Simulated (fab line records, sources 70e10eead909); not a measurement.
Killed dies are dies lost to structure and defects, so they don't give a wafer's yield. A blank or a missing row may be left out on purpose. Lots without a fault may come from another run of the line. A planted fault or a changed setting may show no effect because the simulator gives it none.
fab line records | flow nand_harc
record lots=13 wafers=39 last_day=34
route steps=1302 shown A_CHANNEL_FILL_D1@509 A_DECK1_JOINT@528 A_ONON_D2@564 END@1302
lots that met no fault: from a run of the same line without faults
start_h: hours from the record's first day to the start of the lot's first wafer shown | wait_h: hours since the lot's step before | " the same as in the row above | L1.1+2: a row that stands for several wafers | - no value, or no start given | * or withheld: withheld | < > ~ a bound
route shown NAME@n: a module of which the file shows steps, and the number in the route of the first | usual: mean/standard deviation of fault-free wafers | same: alike in all rows | chamber/n: place in a boat | sites: the reading at each site | _std_site: their standard deviation | _edge_site: outer sites' mean less inner sites' | radius_mm: how far each site lies from the wafer's centre | mask NAME#n: copy n | behind: the tool/chamber that last shaped the wafer | hold: why the lot was held/for how many hours/how that ended | device: the transistor (n, p or np) that didn't switch | end of line: the same wafers' tests at the end of the route | a step without rows: its recipe alone | killed: dies lost to structure and defects at the first sort, not the wafer's yield | map: a wafer's dies, x killed, . not, _ none there
set.NAME: the setting as run; set.NAME@STEP: as run at that earlier step | model.NAME: the simulator's own value behind a step, which no gauge read
steps of the route over a sample of lots; a table a step, a row a wafer
services: from which hour (start_h, from the record's first day; less than 0 if before it) a tool's chamber was out of use, for how many hours, and why
## steps
# step NHARC_A_CHANNEL_FILL_D1_STRIP_29
# recipe time_s=20 o2_flow_sccm=500 ar_flow_sccm=0 bias_w=0 chemistry=O2
# usual drypump_motor_current_A=5.89/0.25 o2_flow_sccm=499.8/1.6 oes_product_au=1.000/0.0071 rf_vpp_V=57.6/0.9 showerhead_plenum_p_Torr=3.51/0.13 throttle_valve_pct=17.037/0.0099
# same bias_w=0
# columns lot.wafer tool chamber start_h wait_h drypump_motor_current_A o2_flow_sccm oes_product_au rf_hours_counter_h rf_vpp_V showerhead_plenum_p_Torr throttle_valve_pct
L875.1 rie_diel-11 0 - - 5.92 496.3 1.002 6.4 58.4 3.55 17.040
L875.2 " 1 " " 5.98 499.8 0.987 6.2 56.5 3.51 17.043
L875.4 " 2 " " 5.87 498.3 1.001 6.8 57.7 3.39 17.049
L876.1 rie_diel-05 3 245.59 0.1 5.79 500.8 0.997 0.7 58.0 3.79 17.043
L876.4 " 0 " " 5.78 499.0 1.000 - 56.5 3.32 17.040
L876.6 " 1 " " 5.89 502.4 1.001 - 57.3 3.38 17.038
L877.3 rie_diel-08 2 - - 5.82 502.0 0.995 3.1 59.2 3.58 17.027
L877.1 " 1 " " 6.21 499.6 1.004 2.7 56.9 3.49 17.036
L877.5 " 3 " " 5.57 501.1 1.008 - 57.6 3.57 17.025
L878.3 rie_diel-05 1 - - 5.85 499.2 1.013 1.9 56.5 3.37 17.036
L878.4 " 2 " " 5.95 499.6 1.007 1.1 58.2 3.33 17.037
L878.2 " 3 " " 5.80 499.8 0.999 1.1 56.6 3.79 17.042
L880.3 rie_diel-11 0 - - 5.89 500.1 1.008 1.6 57.9 3.55 17.030
L880.4 " 3 " " 5.40 500.8 1.004 1.5 57.7 3.41 17.037
L880.5 " 1 " " 5.98 500.2 0.997 - 58.2 3.51 17.037
L881.2 rie_diel-08 1 - - 6.20 499.1 0.982 5.2 57.1 3.49 17.043
L881.6 " 1 " " 6.21 498.3 0.996 - 58.5 3.49 17.039
L881.5 " 2 " " 5.78 497.6 0.999 - 58.0 3.58 17.035
L888.4 rie_diel-05 2 - - 5.96 499.8 0.994 8.2 56.8 3.33 17.038
L888.2 " 0 " " 5.76 499.4 1.003 8.5 58.2 3.32 17.035
L888.5 " 2 " " 5.95 501.2 1.000 - 56.5 3.33 17.033
L891.4 rie_diel-08 1 - - 6.26 500.9 0.999 1.5 57.3 3.48 17.022
L891.2 " 0 " " 6.40 500.0 0.997 1.4 57.1 3.65 17.056
L891.5 " 1 " " 6.25 501.7 1.002 - 57.5 3.49 17.030
L892.1 rie_diel-08 2 - - 5.80 497.0 1.012 1.5 58.1 3.57 17.019
L892.3 " 0 " " 6.39 498.7 1.003 1.5 57.3 3.65 17.042
L892.6 " 1 " " 6.24 499.4 1.008 - 57.1 3.48 17.040
L893.1 rie_diel-08 3 - - 5.58 499.0 0.992 2.5 57.4 3.56 17.032
L893.4 " 0 " " 6.40 498.6 1.004 2.5 58.5 3.65 17.041
L893.6 " 3 " " 5.60 498.6 0.992 - 57.6 3.56 17.024
L895.1 rie_diel-05 3 - - 5.80 501.7 0.997 1.5 58.0 3.78 17.037
L895.3 " 0 " " 5.79 502.4 0.995 1.9 56.9 3.31 17.053
L895.5 " 0 " " 5.80 501.6 0.991 - 56.5 3.31 17.048
L896.2 rie_diel-08 1 - - 6.24 502.2 0.995 3.8 57.9 3.48 17.042
L896.5 " 3 " " 5.59 501.6 0.992 - 57.9 3.56 17.024
L896.6 " 0 " " 6.43 497.1 1.003 - 58.2 3.65 17.042
L897.1 rie_diel-11 0 - - 5.87 498.0 0.998 2.8 57.8 3.55 17.054
L897.4 " 1 " " 5.96 498.7 1.005 2.4 56.3 3.51 17.047
L897.5 " 3 " " 5.40 501.2 0.998 - 56.3 3.41 17.028
# step NHARC_A_DECK1_JOINT_THK_MEAS_14
# recipe thk_meas_gauge=ellipsometry
# usual thk_nm=51.0/1.4
# columns lot.wafer tool chamber start_h wait_h thk_nm
L875.1 film_metro-02 - 252.99 0.2 52.4
L875.2 " - " " 52.3
L875.4 " - " " 52.0
L876.1 film_metro-01 - 262.24 0.2 51.7
L876.4 " - " " 51.7
L876.6 " - " " 48.6
L877.1 film_metro-02 - 280.27 0.2 53.9
L877.3 " - " " 51.8
L877.5 " - " " 52.6
L878.2 film_metro-01 - 291.07 0.2 50.8
L878.3 " - " " 51.6
L878.4 " - " " 52.1
L880.3 film_metro-01 - 310.02 0.2 49.9
L880.4 " - " " 50.6
L880.5 " - " " 53.0
L881.2 film_metro-02 - 332.85 0.2 51.7
L881.5 " - " " 52.5
L881.6 " - " " 48.6
L888.2 film_metro-01 - 397.55 0.2 50.7
L888.4 " - " " 53.1
L888.5 " - " " 52.4
L891.2 film_metro-01 - 426.92 0.2 49.6
L891.4 " - " " 50.7
L891.5 " - " " 52.3
L892.1 film_metro-01 - 432.22 0.2 51.0
L892.3 " - " " 50.1
L892.6 " - " " 48.8
L893.1 film_metro-02 - 457.19 0.2 52.1
L893.4 " - " " 52.1
L893.6 " - " " 51.0
L895.1 film_metro-01 - 469.30 0.2 51.0
L895.3 " - " " 51.1
L895.5 " - " " 49.8
L897.1 film_metro-02 - 490.27 0.2 52.3
L897.4 " - " " 49.8
L897.5 " - " " 50.5
L896.2 film_metro-02 - 490.30 0.2 52.3
L896.5 " - " " 51.8
L896.6 " - " " 51.3
# step NHARC_A_ONON_D2_DEP_28
# recipe target_thk_a=10000 n2_flow_sccm=2750 n2o_flow_sccm=2000 nh3_flow_sccm=500 sih4_flow_sccm=210 temp_c=400
# columns lot.wafer tool chamber start_h wait_h
L875.1+2+4 pecvd_onon-02 0 286.64 0.1
L876.1+4+6 pecvd_onon-04 0 298.61 0.1
L877.1+3+5 pecvd_onon-02 0 315.64 0.1
L878.2+3+4 pecvd_onon-03 0 327.80 0.1
L880.3+4+5 pecvd_onon-02 0 352.71 0.2
L881.2+5+6 pecvd_onon-03 0 373.94 0.4
L888.2+4+5 pecvd_onon-02 0 434.63 0.1
L891.2+4+5 pecvd_onon-02 0 463.80 0.1
L892.1+3+6 pecvd_onon-03 0 470.10 0.1
L893.1+4+6 pecvd_onon-03 0 500.66 0.1
L895.1+3+5 pecvd_onon-03 0 501.01 0.1
L897.1+4+5 pecvd_onon-03 0 524.92 0.1
L896.2+5+6 pecvd_onon-02 0 525.26 0.2
# step NHARC_A_ONON_D2_THK_MEAS_30
# recipe thk_meas_gauge=ellipsometry
# usual thk_nm=1002/9.9
# columns lot.wafer tool chamber start_h wait_h thk_nm
L875.1 film_metro-01 - 287.15 - 992
L875.2 " - " " 993
L875.4 " - " " 992
L876.1 film_metro-01 - 299.12 - 990
L876.4 " - " " 989
L876.6 " - " " 989
L877.1 film_metro-02 - 316.15 - 1005
L877.3 " - " " 1003
L877.5 " - " " 1005
L878.2 film_metro-02 - 328.26 - 1015
L878.3 " - " " 1018
L878.4 " - " " 1016
L880.3 film_metro-01 - 353.10 - 998
L880.4 " - " " 997
L880.5 " - " " 995
L881.2 film_metro-01 - 374.39 - 996
L881.5 " - " " 998
L881.6 " - " " 998
L888.2 film_metro-02 - 435.09 - 639
L888.4 " - " " 639
L888.5 " - " " 639
L891.2 film_metro-01 - 464.25 - 635
L891.4 " - " " 633
L891.5 " - " " 634
L892.1 film_metro-02 - 470.62 - 1004
L892.3 " - " " 1002
L892.6 " - " " 1003
L893.1 film_metro-02 - 501.17 - 1002
L893.4 " - " " 1004
L893.6 " - " " 1004
L895.1 film_metro-01 - 501.53 - 1010
L895.3 " - " " 1011
L895.5 " - " " 1010
L897.1 film_metro-02 - 525.44 - 1012
L897.4 " - " " 1014
L897.5 " - " " 1013
L896.2 film_metro-01 - 525.71 - 1008
L896.5 " - " " 1008
L896.6 " - " " 1006
# step NHARC_END_SORT_01
# recipe temp_c=25
# usual killed_at_array=53/21 killed_at_other=1.0/1.3 killed_at_periphery=3.8/2.4 killed_dies=58/21 killed_open=3.4/1.9 killed_short=2.4/1.5
# same gross_dies=677
# columns lot.wafer tool chamber start_h wait_h killed_at_array killed_at_other killed_at_periphery killed_dies killed_open killed_short
L888.2 prober-02 0 712.35 2.8 677 0 0 677 2 2
L888.4 prober-02 0 713.94 3.4 673 0 4 677 4 3
L888.5 prober-02 0 714.74 3.7 673 0 4 677 3 2
L891.2 prober-01 0 743.51 2.8 671 3 3 677 2 3
L891.4 prober-01 0 745.10 3.4 673 1 3 677 2 3
L891.5 prober-01 0 745.90 3.7 671 3 3 677 2 3
# killed by level:class
L888.2 A_ONON_D2:area_dep=609 A_CHANNEL_HOLE_D1:chamber_film_flake=31 A_SLIT:chamber_film_flake=14 A_CHANNEL_HOLE_D2:chamber_film_flake=10 A_BONDPAD:chamber_film_flake=5 A_CONTACT:chamber_film_flake=3 A_ONON_D1:geometric_particle:short=1 A_ONON_D1:geometric_particle:open=1
L888.4 A_ONON_D2:area_dep=599 A_CHANNEL_HOLE_D1:chamber_film_flake=28 A_SLIT:chamber_film_flake=19 A_CHANNEL_HOLE_D2:chamber_film_flake=16 A_CHANNEL_FILL_D1:geometric_particle:open=2 A_CONTACT:chamber_film_flake=2 A_BONDPAD:chamber_film_flake=2 P_M1:geometric_particle:open=1
L888.5 A_ONON_D2:area_dep=612 A_CHANNEL_HOLE_D1:chamber_film_flake=31 A_SLIT:chamber_film_flake=16 A_CHANNEL_HOLE_D2:chamber_film_flake=7 A_CONTACT:chamber_film_flake=4 P_CONTACT:geometric_particle:open=2 P_CONTACT:geometric_particle:short=1 A_CHANNEL_HOLE_D1:geometric_particle:short=1
L891.2 A_ONON_D2:area_dep=645 A_CHANNEL_HOLE_D1:chamber_film_flake=15 P_GATE:chamber_film_flake=3 A_SLIT:chamber_film_flake=3 THIN_TSV:chamber_film_flake=3 A_STAIRCASE:chamber_film_flake=2 A_CHANNEL_HOLE_D1:geometric_particle:short=1 A_WL_FILL:geometric_particle:short=1
L891.4 A_ONON_D2:area_dep=639 A_CHANNEL_HOLE_D1:chamber_film_flake=17 A_SLIT:chamber_film_flake=7 A_CHANNEL_FILL_D2:chamber_film_flake=3 P_GATE:chamber_film_flake=2 P_CONTACT:geometric_particle:short=1 A_ONON_D1:geometric_particle:short=1 A_CHANNEL_FILL_D1:geometric_particle:short=1
L891.5 A_ONON_D2:area_dep=613 A_CHANNEL_HOLE_D1:chamber_film_flake=40 A_STAIRCASE:chamber_film_flake=3 A_SLIT:chamber_film_flake=3 A_WL_FILL:chamber_film_flake=3 THIN_TSV:chamber_film_flake=3 P_GATE:chamber_film_flake=2 A_CHANNEL_FILL_D2:chamber_film_flake=2
## services
# columns tool chamber start_h hours kind
pecvd_onon-03 - 227.00 13.0 pm
rie_diel-05 - 229.60 9.0 pm
pecvd_onon-04 - 235.01 6.0 repair
rie_diel-08 1 238.27 7.7 repair
rie_diel-08 - 242.98 0.8 repair
rie_diel-11 - 255.53 9.0 pm
rie_diel-05 3 267.31 5.5 repair
rie_diel-08 0 274.41 3.5 repair
rie_diel-05 3 310.83 8.0 repair
pecvd_onon-04 - 311.12 13.0 pm
rie_diel-11 3 330.17 27.5 repair
rie_diel-08 - 352.35 0.3 repair
pecvd_onon-02 - 366.03 13.0 pm
rie_diel-08 - 367.80 9.0 pm
rie_diel-11 0 371.07 6.8 repair
rie_diel-05 2 399.40 8.0 repair
rie_diel-05 - 406.60 9.0 pm
pecvd_onon-03 - 408.00 13.0 pm
rie_diel-11 0 415.11 4.8 repair
rie_diel-11 - 432.53 9.0 pm
rie_diel-05 1 469.98 13.7 repair
rie_diel-11 1 473.78 9.3 repair
rie_diel-08 2 479.49 14.5 repair
rie_diel-08 2 495.37 6.9 repair
## key
first_sign step=NHARC_A_ONON_D2_THK_MEAS_30 reading=thk_nm direction=down sigmas=37 usual=1002 struck=636
effect step=NHARC_END_SORT_01 reading=killed_dies direction=up sigmas=30 usual=58 struck=677
more_kills_born_at NHARC_A_ONON_D2_DEP_28@pecvd_onon-02=3717
met_at NHARC_A_ONON_D2_DEP_28
struck_lots L888,L891
struck_wafers L888.2,L888.4,L888.5,L891.2,L891.4,L891.5
later_rows_left_out L888.2,L888.4,L888.5,L891.2,L891.4,L891.5
tester_left_out L888,L891
not_acting_at NHARC_A_CHANNEL_FILL_D1_STRIP_29,NHARC_A_DECK1_JOINT_THK_MEAS_14
onset_between 352.71 434.63
fault kind=process_parameter_drift tool=pecvd_onon-02 chamber=0 onset_h=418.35 steps=NHARC_A_ONON_D2_DEP_28 channel=target_thk_a offset=* shape=step end_h=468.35 acts_in=* stated=*
# tester_left_out: of these lots the tester's yield and bins aren't shown, on N5 and GAA mostly nor the transistor test; their killed dies are dies lost to structure and defects alone, not to doping, threshold or leakage, so they don't give the yield
# later_rows_left_out: the simulator's readings of these wafers behind a module that went badly wrong aren't trusted and aren't shown, but for the sort
